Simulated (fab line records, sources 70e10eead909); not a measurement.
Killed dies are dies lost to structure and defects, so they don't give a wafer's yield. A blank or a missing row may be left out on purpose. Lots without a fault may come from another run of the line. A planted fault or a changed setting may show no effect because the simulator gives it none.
Which tool did it? | flow nand_harc | 6 lots, 18 wafers sampled, at 2 steps of a route of 1302

WHAT THE GAUGES READ, wafer by wafer
NHARC_A_ONON_D1_THK_MEAS_34: measures by ellipsometry.
lot  | measured     | on            | thk_nm (nm)
L552 | day 9 12:58  | film_metro-02 | 202.3 199.9 205.5
L554 | day 10 06:49 | film_metro-01 | 195.2 196.9 203.5
L559 | day 12 14:08 | film_metro-02 | 198.4 199.1 199.7
L566 | day 15 13:12 | film_metro-02 | 222.1 218.2 219.7 220.9 218.1 221.1
L569 | day 16 16:14 | film_metro-01 | 197.5 201.9 201.1
L572 | day 18 02:38 | film_metro-01 | 197.0 200.6 201.2

WHICH TOOL RAN EACH LOT (tool, then ch and the chambers of the sampled wafers, then the start)
lot  | NHARC_A_ONON_D1_DEP_33
L552 | pecvd-03 ch 1,2, day 9 12:32
L554 | pecvd-01 ch 0,1,2, day 10 06:24
L559 | pecvd-02 ch 0,2, day 12 13:46
L566 | pecvd-02 ch 0,1,2, day 15 12:47
L569 | pecvd-01 ch 0,2, day 16 15:49
L572 | pecvd-01 ch 0,1,2, day 18 02:19
- NHARC_A_ONON_D1_DEP_33: deposits SiO2, target thk 200 nm.

THE ANSWER, worked out from the rows above alone
Rule: what is usual is taken from the lots themselves. Put in order of their means at a reading, lots are off if they are a third of the lots or fewer, leave a main group of 4 or more, and stand apart from it by a gap of 3 or more times the standard deviation of the main group's means; of several such gaps the widest counts. A main group whose means are all the same, to the digits that the tables above print for the reading, isn't used. A lot without any number at a reading at which 4 lots or more have one is off too. The other lots that the step has rows for count as sound.
Off: L566, at NHARC_A_ONON_D1_THK_MEAS_34 (thk_nm). The main group: mean 200.0 nm, standard deviation 1.4.
A tool fits if, at a process step before that reading, it ran every lot that is off, and no sound lot after the first of them. The gauges at NHARC_A_ONON_D1_THK_MEAS_34 are tried like those tools. Can't be told from this: 2 tools fit, pecvd-02 at NHARC_A_ONON_D1_DEP_33, film_metro-02 at NHARC_A_ONON_D1_THK_MEAS_34.

WHAT THE SIMULATOR HAD PUT IN
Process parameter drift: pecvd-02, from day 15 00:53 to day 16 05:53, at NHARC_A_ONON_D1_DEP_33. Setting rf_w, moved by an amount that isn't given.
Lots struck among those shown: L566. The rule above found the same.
